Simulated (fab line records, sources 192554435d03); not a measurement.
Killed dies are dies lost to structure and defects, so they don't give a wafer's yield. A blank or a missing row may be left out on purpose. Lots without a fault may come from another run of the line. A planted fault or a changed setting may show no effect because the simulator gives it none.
Which tool did it? | flow n5_finfet | 12 lots, 36 wafers sampled, at 1 step of a route of 1938

WHAT THE GAUGES READ, wafer by wafer
N5_GATE_CUT_CD_MEAS_13: target cd 20 nm.
lot  | measured     | on        | cd_nm (nm)
L075 | day 4 20:16  | cd_sem-02 | 20.1 20.4 20.5
L077 | day 5 07:24  | cd_sem-03 | 19.7 19.9 19.5
L079 | day 6 05:05  | cd_sem-02 | 19.6 19.6 19.5
L081 | day 6 12:13  | cd_sem-02 | 20.0 19.9 20.3
L083 | day 6 19:47  | cd_sem-02 | 20.7 20.4 20.4
L085 | day 7 06:59  | cd_sem-01 | 19.7 19.3 19.8
L087 | day 7 16:49  | cd_sem-02 | 19.7 19.7 20.4
L089 | day 8 12:08  | cd_sem-02 | 20.2 19.8 20.1
L092 | day 9 00:09  | cd_sem-03 | 20.3 19.7 20.8
L093 | day 9 06:58  | cd_sem-01 | 19.9 19.5 19.9
L095 | day 10 03:06 | cd_sem-03 | 19.6 20.0 19.6
L096 | day 10 16:56 | cd_sem-02 | 20.1 20.1 20.1

WHICH TOOL RAN EACH LOT (tool, then ch and the chambers of the sampled wafers, then the start)
The record holds no process step before these readings.

THE ANSWER, worked out from the rows above alone
Rule: what is usual is taken from the lots themselves. Put in order of their means at a reading, lots are off if they are a third of the lots or fewer, leave a main group of 4 or more, and stand apart from it by a gap of 3 or more times the standard deviation of the main group's means; of several such gaps the widest counts. A main group whose means are all the same, to the digits that the tables above print for the reading, isn't used. A lot without any number at a reading at which 4 lots or more have one is off too. The other lots that the step has rows for count as sound.
No lot is off at any reading shown: from this, nothing can be told.

WHAT THE SIMULATOR HAD PUT IN
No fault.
